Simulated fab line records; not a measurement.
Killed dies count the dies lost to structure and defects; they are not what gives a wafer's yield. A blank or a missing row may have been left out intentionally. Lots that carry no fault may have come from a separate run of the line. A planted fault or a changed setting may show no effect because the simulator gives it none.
The tool behind it: which one? -- flow n5-finfet -- 11 lots with 32 wafers sampled at 3 steps, on a route of 1938 steps

== WHAT EACH GAUGE READ, for each wafer ==
N5_BEOL_M7_THK_MEAS_53: measures by xrf. Usual: M7_THK typically reads 79.7 nm, with standard deviation 2.9.
lot,measured,on,M7_THK (nm),flag
L485,day 10 08:17,film-metro-02,81.0 81.1 82.2,
L486,day 11 07:34,film-metro-01,75.2 75.2 75.5,
L489,day 11 08:19,film-metro-02,81.5 79.7 82.7,
L490,day 11 16:15,film-metro-02,79.7 77.6 79.0,
L491,day 12 02:59,film-metro-01,80.7 80.7 82.7,
L492,day 12 03:58,film-metro-01,80.6 83.0 80.7,
L495,day 13 21:07,film-metro-02,79.2 80.5 78.1,
L496,day 13 21:21,film-metro-01,80.6 80.7,
L503,day 15 15:59,film-metro-01,82.8 80.5 79.4,
L504,day 15 21:01,film-metro-01,82.2 79.4 77.7,
L505,day 15 21:38,film-metro-01,80.7 77.1 76.9,

== WHAT TOOL EACH LOT RAN ON (gives the tool, then ch and the chambers of the sampled wafers, and finally the start) ==
lot,N5_BEOL_M7_SPUTTER_48,N5_BEOL_M7_ANNEAL_51
L485,"pvd-sputter-03, day 10 07:07","rtp-anneal-02 ch 0, day 10 07:41"
L486,"pvd-sputter-02, day 11 06:19","rtp-anneal-01 ch 0, day 11 07:04"
L489,"pvd-sputter-02, day 11 06:37","rtp-anneal-01 ch 0, day 11 07:45"
L490,"pvd-sputter-03, day 11 15:26","rtp-anneal-02 ch 0, day 11 15:39"
L491,"pvd-sputter-01, day 12 02:07","rtp-anneal-02 ch 0, day 12 02:19"
L492,"pvd-sputter-03, day 12 02:56","rtp-anneal-01 ch 0, day 12 03:23"
L495,"pvd-sputter-01, day 13 19:35","rtp-anneal-02 ch 0, day 13 20:31"
L496,"pvd-sputter-03, day 13 19:43","rtp-anneal-01 ch 0, day 13 20:51"
L503,"pvd-sputter-02, day 15 15:11","rtp-anneal-02 ch 0, day 15 15:26"
L504,"pvd-sputter-02, day 15 20:03","rtp-anneal-01 ch 0, day 15 20:25"
L505,"pvd-sputter-03, day 15 20:50","rtp-anneal-01 ch 0, day 15 21:05"
- N5_BEOL_M7_SPUTTER_48: material Cu, target thk 10 nm, time 1.667 s.
- N5_BEOL_M7_ANNEAL_51: time 90 s.

== WHAT THE TOOLS THEMSELVES READ (means of the sampled wafers that have a number; where no wafer has one, the mark that the record gives instead) ==
N5_BEOL_M7_SPUTTER_48. Usual: bias-v 60.0 V, standard deviation 0.56; cathode-dc-power-W 26001 W, standard deviation 5; throttle-valve-pct 29.7 %, standard deviation 0.93.
lot,tool,bias-v (V),cathode-dc-power-W (W),throttle-valve-pct (%),flag
L485,pvd-sputter-03,60.3,25998,30.2,
L486,pvd-sputter-02,60.8,26000,29.3,
L489,pvd-sputter-02,59.7,25997,28.7,
L490,pvd-sputter-03,59.7,26005,29.6,
L491,pvd-sputter-01,59.6,25996,31.0,
L492,pvd-sputter-03,60.8,26003,29.1,
L495,pvd-sputter-01,60.2,25999,30.7,
L496,pvd-sputter-03,59.9,26003,30.2,
L503,pvd-sputter-02,59.9,25997,29.1,
L504,pvd-sputter-02,60.0,26000,29.0,
L505,pvd-sputter-03,60.1,25996,29.7,

N5_BEOL_M7_ANNEAL_51. Usual: anneal-temp-c-max 226.1, standard deviation 0.44; wafer_temp_C_max 225.97, standard deviation 0.26.
lot,tool,anneal-temp-c-max,wafer_temp_C_max,flag
L485,rtp-anneal-02,226.6,226.13,
L486,rtp-anneal-01,225.5,225.64,
L489,rtp-anneal-01,225.6,226.14,
L490,rtp-anneal-02,226.5,225.88,
L491,rtp-anneal-02,226.4,225.95,
L492,rtp-anneal-01,225.4,225.84,
L495,rtp-anneal-02,226.4,225.68,
L496,rtp-anneal-01,225.6,225.88,
L503,rtp-anneal-02,226.4,225.85,
L504,rtp-anneal-01,225.8,226.29,
L505,rtp-anneal-01,225.9,225.93,

== THE ANSWER, worked out from the rows above alone ==
Rule: a lot counts as off when the mean over its wafers that have a number is more than 3 standard deviations away from the usual mean. A lot without any number at a reading at which 4 lots or more have one is off too. Any other lot the step has rows for is counted as sound. First the gauges in route order, then the tools' own readings, where a lot's mean is used as printed above. The first step at which some lot is off is used, and at that step the reading that is off furthest; a lot without a number counts as furthest.
None of the lots is off at any reading shown; this tells nothing.

== WHAT HAD BEEN PUT IN BY THE SIMULATOR ==
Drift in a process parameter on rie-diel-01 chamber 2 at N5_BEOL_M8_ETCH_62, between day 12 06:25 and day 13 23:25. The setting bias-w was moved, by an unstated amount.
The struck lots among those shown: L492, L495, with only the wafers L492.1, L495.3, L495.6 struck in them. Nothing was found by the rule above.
